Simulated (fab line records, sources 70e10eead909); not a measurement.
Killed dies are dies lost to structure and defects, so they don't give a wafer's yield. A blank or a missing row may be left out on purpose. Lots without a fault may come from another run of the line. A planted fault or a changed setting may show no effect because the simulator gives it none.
fab line records | flow nand_harc
record lots=13 wafers=39 last_day=24
route steps=1159 shown A_CONTACT@956 THIN_TSV@1128 END@1159
lots that met no fault: from a run of the same line without faults
start_h: hours from the record's first day to the start of the lot's first wafer shown | wait_h: hours since the lot's step before | " the same as in the row above | L1.1+2: a row that stands for several wafers | - no value, or no start given | * or withheld: withheld | < > ~ a bound
route shown NAME@n: a module of which the file shows steps, and the number in the route of the first | usual: mean/standard deviation of fault-free wafers | same: alike in all rows | chamber/n: place in a boat | sites: the reading at each site | _std_site: their standard deviation | _edge_site: outer sites' mean less inner sites' | radius_mm: how far each site lies from the wafer's centre | mask NAME#n: copy n | behind: the tool/chamber that last shaped the wafer | hold: why the lot was held/for how many hours/how that ended | device: the transistor (n, p or np) that didn't switch | end of line: the same wafers' tests at the end of the route | a step without rows: its recipe alone | killed: dies lost to structure and defects at the first sort, not the wafer's yield | map: a wafer's dies, x killed, . not, _ none there
set.NAME: the setting as run; set.NAME@STEP: as run at that earlier step | model.NAME: the simulator's own value behind a step, which no gauge read
steps of the route over a sample of lots; a table a step, a row a wafer
services: from which hour (start_h, from the record's first day; less than 0 if before it) a tool's chamber was out of use, for how many hours, and why
## steps
# step NHARC_A_CONTACT_STRIP_26
# recipe o2_flow_sccm=500 ar_flow_sccm=0 bias_w=0 chemistry=O2
# usual drypump_motor_current_A=5.5/0.31 mfc_ar_sccm=0.006/0.0077 oes_product_au=1.003/0.01 rf_vpp_V=57.7/0.88 showerhead_plenum_p_Torr=3.55/0.14 throttle_valve_pct=17.035/0.0085
# columns lot.wafer tool chamber start_h wait_h drypump_motor_current_A mfc_ar_sccm oes_product_au rf_hours_counter_h rf_vpp_V showerhead_plenum_p_Torr throttle_valve_pct
L724.3 rie_diel-11 3 391.74 - 5.7 0.013 1.001 4 57.7 3.44 17.037
L724.4 " 0 " " 5.6 0.026 1.013 4 57.0 3.27 17.031
L724.6 " 3 " " 5.7 0.013 1.006 - 57.8 3.44 17.031
L726.3 rie_diel-01 1 395.56 - 5.7 0 1.019 25 57.6 3.75 17.052
L726.4 " 2 " " 5.7 0.011 1.006 25 57.8 3.59 17.037
L726.1 " 3 " " 5.0 0.005 1.008 17 59.9 3.63 17.044
L727.4 rie_diel-01 2 424.30 - 5.7 0.011 1.000 35 56.1 3.58 17.027
L727.6 " 2 " " 5.7 0.011 0.987 - 57.8 3.58 17.021
L727.5 " 3 " " 5.0 0.005 1.000 - 57.9 3.62 17.042
L728.1 rie_diel-01 1 427.35 - 5.6 0 0.996 35 57.5 3.75 17.030
L728.6 " 0 " " 5.5 0 1.000 - 57.7 3.50 17.029
L728.5 " 1 " " 5.6 0 0.997 - 58.2 3.75 17.043
L731.1 rie_diel-11 1 435.33 - 5.1 0 1.021 10 58.6 3.63 17.053
L731.4 " 2 " " 5.9 0.004 1.017 9 57.5 3.69 17.042
L731.5 " 2 " " 5.9 0.004 1.024 - 57.0 3.69 17.038
L730.1 rie_diel-11 3 437.63 - 5.7 0.013 0.997 11 56.8 3.44 17.029
L730.5 " 1 " " 5.1 0 1.021 - 58.9 3.63 17.033
L730.6 " 2 " " 5.9 0.004 1.014 - 57.7 3.69 17.036
L732.3 rie_diel-11 2 452.63 - 5.8 0.004 1.010 11 58.1 3.69 17.025
L732.1 " 0 " " 5.6 0.026 1.011 15 56.5 3.27 17.041
L732.5 " 1 " " 5.0 0 1.017 - 58.3 3.63 17.034
L734.3 rie_diel-11 0 469.43 - 5.6 0.026 1.014 19 55.9 3.26 17.023
L734.2 " 3 " " 5.6 0.013 0.992 18 56.9 3.44 17.027
L734.5 " 0 " " 5.6 0.026 1.017 - 56.6 3.26 17.024
L738.2 rie_diel-11 3 476.33 - 5.7 0.013 0.999 20 57.5 3.44 17.039
L738.4 " 1 " " 5.0 0 1.021 20 59.0 3.63 17.031
L738.5 " 3 " " 5.6 0.013 1.007 - 58.3 3.43 17.044
L740.3 rie_diel-11 0 482.95 - 5.6 0.026 1.013 22 57.2 3.26 17.023
L740.6 " 1 " " 5.0 0 1.022 - 56.8 3.62 17.032
L740.5 " 2 " " 5.8 0.004 1.020 - 58.7 3.69 17.028
L743.2 rie_diel-01 1 510.12 - 5.6 0 1.008 3 59.2 3.73 17.033
L743.1 " 3 " " 5.0 0.005 1.000 4 58.7 3.61 17.043
L743.5 " 2 " " 5.7 0.011 0.992 - 58.1 3.57 17.038
L744.3 rie_diel-09 3 516.46 - 6.1 0.008 1.006 27 56.7 3.58 17.041
L744.6 " 3 " " 6.1 0.008 1.000 - 57.4 3.58 17.026
L744.5 " 1 " " 5.6 0 0.993 - 57.4 3.48 17.049
L746.3 rie_diel-01 3 532.56 - 5.0 0.005 1.000 13 58.6 3.60 17.038
L746.4 " 1 " " 5.6 0 0.991 12 59.1 3.72 17.049
L746.5 " 3 " " 5.0 0.005 1.001 - 58.6 3.60 17.025
# step NHARC_THIN_TSV_PRE_CLEAN_50
# recipe time_s=30 temp_c=280 gas=H2/He
# usual heater_power_w=411/29
# columns lot.wafer tool chamber start_h wait_h heater_power_w
L724.3 pvd_sputter-02 - - - 388
L724.4 " - " " 405
L724.6 " - " " 402
L726.3 pvd_sputter-02 - - - 384
L726.1 " - " " 409
L726.4 " - " " 426
L727.4 pvd_sputter-01 - - - 471
L727.5 " - " " 354
L727.6 " - " " 464
L728.1 pvd_sputter-01 - - - 355
L728.6 " - " " 413
L728.5 " - " " 362
L731.1 pvd_sputter-03 - - - 415
L731.4 " - " " 386
L731.5 " - " " 403
L730.1 pvd_sputter-01 - - - 402
L730.5 " - " " 435
L730.6 " - " " 413
L732.3 pvd_sputter-02 - - - 409
L732.1 " - " " 429
L732.5 " - " " 412
L734.2 pvd_sputter-01 - - - 446
L734.3 " - " " 357
L734.5 " - " " 481
L738.4 pvd_sputter-03 - - - 382
L738.2 " - " " 408
L738.5 " - " " 399
L740.3 pvd_sputter-03 - - - 406
L740.5 " - " " 416
L740.6 " - " " 434
L743.1 pvd_sputter-02 - - - 433
L743.2 " - " " 402
L743.5 " - " " 429
L744.3 pvd_sputter-02 - - - 407
L744.5 " - " " 398
L744.6 " - " " 388
L746.4 pvd_sputter-01 - - - 442
L746.3 " - " " 406
L746.5 " - " " 404
# step NHARC_THIN_TSV_DEGAS_53
# recipe temp_c=300 time_s=60
# usual heater_power_w=467/28
# columns lot.wafer tool chamber start_h wait_h heater_power_w
L724.4 pvd_sputter-03 - 436.65 0.1 462
L724.3 " - " " 503
L724.6 " - " " 456
L726.3 pvd_sputter-01 - 438.92 0.1 527
L726.1 " - " " 461
L726.4 " - " " 399
L727.4 pvd_sputter-03 - 468.49 0.1 458
L727.5 " - " " 447
L727.6 " - " " 466
L728.1 pvd_sputter-01 - 469.15 0.1 525
L728.5 " - " " 491
L728.6 " - " " 467
L731.1 pvd_sputter-02 - 479.29 0.1 462
L731.4 " - " " 444
L731.5 " - " " 433
L730.1 pvd_sputter-02 - 482.56 0.1 459
L730.6 " - " " 484
L730.5 " - " " 498
L732.1 pvd_sputter-01 - 495.53 0.1 523
L732.3 " - " " 454
L732.5 " - " " 541
L734.2 pvd_sputter-03 - 508.58 0.1 428
L734.3 " - " " 455
L734.5 " - " " 475
L738.4 pvd_sputter-03 - 521.08 0.1 483
L738.2 " - " " 458
L738.5 " - " " 499
L740.3 pvd_sputter-03 - 532.73 0.1 481
L740.6 " - " " 495
L740.5 " - " " 431
L743.2 pvd_sputter-02 - 552.47 0.1 443
L743.1 " - " " 474
L743.5 " - " " 460
L744.3 pvd_sputter-02 - 558.82 0.1 465
L744.6 " - " " 479
L744.5 " - " " 482
L746.4 pvd_sputter-03 - 571.48 0.1 442
L746.3 " - " " 469
L746.5 " - " " 441
# step NHARC_THIN_TSV_STRIP_56
# recipe power_w=1500 temp_c=250 chemistry=O2
# usual drypump_motor_current_A=5.56/0.19 heater_power_w=335/24
# columns lot.wafer tool chamber start_h wait_h drypump_motor_current_A heater_power_w rf_hours_counter_h
L724.4 plasma_asher-02 0 438.78 0.4 5.29 344 -
L724.3 " 1 " " 5.75 344 -
L724.6 " 1 " " 5.74 352 -
L726.1 plasma_asher-02 1 440.63 0.1 5.76 345 22
L726.3 " 0 " " 5.30 351 -
L726.4 " 1 " " 5.76 337 -
L727.4 plasma_asher-02 0 470.40 0.2 5.28 351 -
L727.6 " 1 " " 5.78 359 -
L727.5 " 0 " " 5.28 348 -
L728.1 plasma_asher-02 0 470.82 0.1 5.28 357 34
L728.6 " 1 " " 5.75 346 -
L728.5 " 0 " " 5.30 352 -
L731.1 plasma_asher-02 0 481.15 0.1 5.31 347 38
L731.4 " 1 " " 5.71 355 -
L731.5 " 1 " " 5.74 349 -
L730.1 plasma_asher-02 1 484.42 0.1 5.72 353 39
L730.6 " 0 " " 5.30 343 -
L730.5 " 1 " " 5.73 345 -
L732.1 plasma_asher-01 1 497.31 0.1 5.64 288 12
L732.3 " 0 " " 5.62 354 -
L732.5 " 1 " " 5.60 287 -
L734.2 plasma_asher-02 0 510.22 0.1 5.30 354 47
L734.3 " 1 " " 5.75 343 -
L734.5 " 0 " " 5.30 343 -
L738.2 plasma_asher-02 0 522.88 0.1 5.30 346 52
L738.4 " 1 " " 5.76 341 -
L738.5 " 0 " " 5.31 354 -
L740.3 plasma_asher-01 0 534.74 0.4 5.62 357 -
L740.5 " 0 " " 5.61 356 -
L740.6 " 1 " " 5.63 287 -
L743.1 plasma_asher-01 0 554.25 0.1 5.61 355 34
L743.2 " 1 " " 5.63 300 34
L743.5 " 1 " " 5.63 290 -
L744.3 plasma_asher-02 0 560.75 0.2 5.30 331 -
L744.5 " 1 " " 5.73 326 -
L744.6 " 0 " " 5.30 338 -
L746.3 plasma_asher-02 1 573.34 0.2 5.77 330 -
L746.4 " 0 " " 5.28 350 -
L746.5 " 1 " " 5.77 326 -
# step NHARC_END_SORT_01
# recipe temp_c=25
# usual killed_at_array=29/13 killed_at_other=0.7/1 killed_at_periphery=3.2/2.3 killed_dies=33/13 killed_open=3.3/1.7 killed_short=2.0/1.5
# same gross_dies=677
# columns lot.wafer tool chamber start_h wait_h killed_at_array killed_at_other killed_at_periphery killed_dies killed_open killed_short
L724.3 prober-01 0 448.48 3.1 22 0 2 24 2 4
L724.4 prober-01 0 449.27 3.4 20 0 6 26 4 1
L724.6 prober-01 0 450.86 4.0 24 0 3 27 3 3
L727.4 prober-02 0 480.98 3.4 27 0 3 30 2 1
L727.5 prober-02 0 481.78 3.7 25 0 1 26 4 2
L727.6 prober-02 0 482.58 4.0 34 0 1 35 2 1
L734.2 prober-01 0 518.99 2.8 35 0 5 40 3 1
L734.3 prober-01 0 519.78 3.1 40 1 0 41 5 0
L734.5 prober-01 0 521.36 3.6 38 0 1 39 2 1
L738.2 prober-02 0 530.52 2.8 76 0 1 77 3 1
L738.4 prober-02 0 532.12 3.4 103 0 5 108 4 3
L738.5 prober-02 0 532.92 3.7 71 0 2 73 3 1
L740.3 prober-02 0 545.71 3.0 116 0 2 118 3 3
L740.5 prober-02 0 547.28 3.6 114 2 5 121 6 4
L740.6 prober-02 0 548.07 3.9 116 1 5 122 2 2
L743.1 prober-02 0 564.50 2.5 64 3 2 69 3 2
L743.2 prober-02 0 565.30 2.8 50 1 5 56 4 1
L743.5 prober-02 0 567.70 3.7 50 0 4 54 5 2
L746.3 prober-01 0 581.94 3.1 28 0 3 31 5 5
L746.4 prober-01 0 582.73 3.4 33 2 6 41 5 4
L746.5 prober-01 0 583.52 3.7 24 2 7 33 2 2
# killed by level:class
L724.3 A_CHANNEL_HOLE_D1:chamber_film_flake=8 A_ZERO_WELL:chamber_film_flake=3 A_CONTACT:chamber_film_flake=3 A_CHANNEL_FILL_D1:geometric_particle:short=2 P_CONTACT:geometric_particle:open=1 A_ONON_D1:geometric_particle:short=1 A_CHANNEL_HOLE_D1:geometric_particle:open=1 A_WL_FILL:geometric_particle:short=1
L724.4 A_CHANNEL_HOLE_D1:chamber_film_flake=16 P_CONTACT:geometric_particle:open=2 P_M2:chamber_film_flake=2 A_STAIRCASE:chamber_film_flake=2 P_M0:geometric_particle:open=1 A_ONON_D1:geometric_particle:open=1 A_CHANNEL_FILL_D1:geometric_particle:short=1 P_STI:chamber_film_flake=1
L724.6 A_CHANNEL_HOLE_D1:chamber_film_flake=12 A_STAIRCASE:chamber_film_flake=3 P_CONTACT:chamber_film_flake=2 A_SGD_CUT:geometric_particle:open=1 A_SGD_CUT:geometric_particle:short=1 A_WL_FILL:geometric_particle:short=1 A_WL_FILL:geometric_particle:open=1 A_CONTACT:geometric_particle:short=1
L727.4 A_CHANNEL_HOLE_D1:chamber_film_flake=10 A_SLIT:chamber_film_flake=7 A_CONTACT:chamber_film_flake=6 A_STAIRCASE:chamber_film_flake=2 P_M0:geometric_particle:open=1 A_ONON_D1:geometric_particle:short=1 A_CHANNEL_HOLE_D1:geometric_particle:open=1 P_ZERO_WELL:chamber_film_flake=1
L727.5 A_CHANNEL_HOLE_D1:chamber_film_flake=10 A_SLIT:chamber_film_flake=7 A_CHANNEL_FILL_D1:geometric_particle:short=2 A_WL_FILL:geometric_particle:open=2 A_CONTACT:geometric_particle:open=1 A_M1:geometric_particle:open=1 P_ZERO_WELL:chamber_film_flake=1 A_CHANNEL_FILL_D1:chamber_film_flake=1
L727.6 A_SLIT:chamber_film_flake=15 A_CHANNEL_HOLE_D1:chamber_film_flake=13 A_CONTACT:chamber_film_flake=3 P_CONTACT:geometric_particle:open=1 A_CHANNEL_FILL_D1:geometric_particle:open=1 A_BLC:geometric_particle:short=1 A_STAIRCASE:chamber_film_flake=1
L734.2 A_SLIT:chamber_film_flake=15 A_CHANNEL_HOLE_D1:chamber_film_flake=13 A_CONTACT:chamber_film_flake=4 P_CONTACT:geometric_particle:open=1 P_CONTACT:geometric_particle:short=1 A_WL_FILL:geometric_particle:open=1 A_CONTACT:geometric_particle:open=1 P_ZERO_WELL:chamber_film_flake=1
L734.3 A_CHANNEL_HOLE_D1:chamber_film_flake=19 A_SLIT:chamber_film_flake=10 A_CONTACT:chamber_film_flake=3 A_BLC:geometric_particle:open=2 A_ZERO_WELL:chamber_film_flake=2 A_ONON_D1:geometric_particle:open=1 A_M1:geometric_particle:open=1 STARTING-WAFER:geometric_particle:open=1
L734.5 A_CHANNEL_HOLE_D1:chamber_film_flake=21 A_SLIT:chamber_film_flake=11 A_ZERO_WELL:chamber_film_flake=2 A_CONTACT:chamber_film_flake=2 P_CONTACT:geometric_particle:open=1 A_ONON_D1:geometric_particle:short=1 A_M0:geometric_particle:open=1
L738.2 A_CONTACT:unspecified=32 A_SLIT:chamber_film_flake=17 A_CHANNEL_HOLE_D1:chamber_film_flake=16 A_SGD_CUT:chamber_film_flake=4 A_CONTACT:chamber_film_flake=3 P_GATE:geometric_particle:open=1 A_CHANNEL_FILL_D1:geometric_particle:open=1 A_WL_FILL:geometric_particle:short=1
L738.4 A_CONTACT:unspecified=76 A_SLIT:chamber_film_flake=13 A_CHANNEL_HOLE_D1:chamber_film_flake=4 A_SGD_CUT:chamber_film_flake=3 A_CONTACT:chamber_film_flake=3 P_GATE:geometric_particle:open=1 P_CONTACT:geometric_particle:open=1 P_M1:geometric_particle:open=1
L738.5 A_CHANNEL_HOLE_D1:chamber_film_flake=26 A_CONTACT:unspecified=25 A_SLIT:chamber_film_flake=10 A_CONTACT:chamber_film_flake=5 A_ONON_D1:geometric_particle:open=2 A_CONTACT:geometric_particle:open=1 A_BLC:geometric_particle:short=1 P_STI:chamber_film_flake=1
L740.3 A_CONTACT:unspecified=86 A_SLIT:chamber_film_flake=13 A_CHANNEL_HOLE_D1:chamber_film_flake=6 A_CONTACT:chamber_film_flake=5 P_M0:geometric_particle:short=1 A_SOURCE_PLATE:geometric_particle:short=1 A_SOURCE_PLATE:geometric_particle:open=1 A_ONON_D1:geometric_particle:open=1
L740.5 A_CONTACT:unspecified=87 A_SLIT:chamber_film_flake=11 A_CHANNEL_HOLE_D1:chamber_film_flake=4 A_CONTACT:chamber_film_flake=4 P_M0:geometric_particle:short=2 P_M0:chamber_film_flake=2 A_ONON_D1:geometric_particle:open=1 A_CHANNEL_HOLE_D1:geometric_particle:open=1
L740.6 A_CONTACT:unspecified=79 A_SLIT:chamber_film_flake=19 A_CHANNEL_HOLE_D1:chamber_film_flake=5 A_CONTACT:chamber_film_flake=5 P_GATE:chamber_film_flake=2 P_M0:chamber_film_flake=2 A_STAIRCASE:chamber_film_flake=2 A_ONON_D1:geometric_particle:short=1
L743.1 A_CHANNEL_HOLE_D1:chamber_film_flake=32 A_SLIT:chamber_film_flake=15 A_M1:chamber_film_flake=5 A_CONTACT:chamber_film_flake=3 A_BLC:chamber_film_flake=3 A_WL_FILL:geometric_particle:short=2 A_ZERO_WELL:chamber_film_flake=2 THIN_TSV:chamber_film_flake=2
L743.2 A_SLIT:chamber_film_flake=19 A_CHANNEL_HOLE_D1:chamber_film_flake=17 A_M1:chamber_film_flake=4 A_WL_FILL:geometric_particle:open=2 P_M0:chamber_film_flake=2 A_ZERO_WELL:chamber_film_flake=2 A_CONTACT:chamber_film_flake=2 A_BLC:chamber_film_flake=2
L743.5 A_CHANNEL_HOLE_D1:chamber_film_flake=19 A_SLIT:chamber_film_flake=16 A_CONTACT:geometric_particle:open=4 P_M0:chamber_film_flake=3 A_BLC:chamber_film_flake=3 A_CONTACT:chamber_film_flake=2 A_M1:chamber_film_flake=2 P_CONTACT:geometric_particle:short=1
L746.3 A_SLIT:chamber_film_flake=12 A_CHANNEL_HOLE_D1:chamber_film_flake=6 A_ONON_D1:geometric_particle:short=2 P_CONTACT:geometric_particle:short=1 A_CHANNEL_HOLE_D1:geometric_particle:short=1 A_CHANNEL_FILL_D1:geometric_particle:open=1 A_SGD_CUT:geometric_particle:open=1 A_WL_FILL:geometric_particle:open=1
L746.4 A_SLIT:chamber_film_flake=21 A_CHANNEL_HOLE_D1:chamber_film_flake=4 A_STAIRCASE:chamber_film_flake=2 THIN_TSV:chamber_film_flake=2 P_CONTACT:geometric_particle:short=1 P_CONTACT:geometric_particle:open=1 P_M0:geometric_particle:short=1 P_M0:geometric_particle:open=1
L746.5 A_SLIT:chamber_film_flake=14 A_STAIRCASE:chamber_film_flake=3 P_STI:chamber_film_flake=2 P_GATE:chamber_film_flake=2 THIN_TSV:chamber_film_flake=2 A_WL_FILL:geometric_particle:short=1 A_CONTACT:geometric_particle:open=1 A_BLC:geometric_particle:open=1
## services
# columns tool chamber start_h hours kind
plasma_asher-02 0 369.06 - clean
plasma_asher-01 - 382.90 0.4 repair
pvd_sputter-02 - 392.05 10.0 pm
rie_diel-01 1 402.50 4.2 repair
plasma_asher-02 - 404.61 2.4 repair
pvd_sputter-01 - 413.62 4.7 repair
pvd_sputter-02 - 416.34 1.0 repair
pvd_sputter-02 - 420.97 1.0 repair
rie_diel-01 0 427.90 15.1 repair
rie_diel-09 - 432.00 9.0 pm
rie_diel-01 3 436.30 5.6 repair
plasma_asher-01 - 453.00 9.0 pm
pvd_sputter-03 - 458.00 10.0 pm
rie_diel-09 0 468.52 4.2 repair
rie_diel-01 2 468.70 7.5 repair
rie_diel-01 - 491.80 9.0 pm
rie_diel-11 0 495.03 1.5 repair
pvd_sputter-02 - 508.30 4.1 repair
rie_diel-09 0 513.05 5.8 repair
pvd_sputter-01 - 514.02 10.0 pm
plasma_asher-02 - 537.06 9.0 pm
rie_diel-11 - 544.16 9.0 pm
pvd_sputter-02 - 560.28 5.3 repair
pvd_sputter-02 - 570.05 10.0 pm
## key
first_sign step=NHARC_END_SORT_01 reading=killed_at_array direction=up sigmas=5.5 usual=29 struck=99
effect step=NHARC_END_SORT_01 reading=killed_dies direction=up sigmas=5.5 usual=33 struck=103
more_kills_born_at NHARC_A_CONTACT_STRIP_26@rie_diel-11=383
met_at NHARC_A_CONTACT_STRIP_26
struck_lots L738,L740
tester_left_out L738,L740
not_acting_at NHARC_THIN_TSV_PRE_CLEAN_50,NHARC_THIN_TSV_DEGAS_53,NHARC_THIN_TSV_STRIP_56
onset_between 469.43 476.33
fault kind=chamber_particle_source tool=rie_diel-11 chamber=- onset_h=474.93 steps=NHARC_A_CONTACT_STRIP_26 rate_per_visit_cm2=1.3269 end_h=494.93
# tester_left_out: of these lots the tester's yield and bins aren't shown, on N5 and GAA mostly nor the transistor test; their killed dies are dies lost to structure and defects alone, not to doping, threshold or leakage, so they don't give the yield
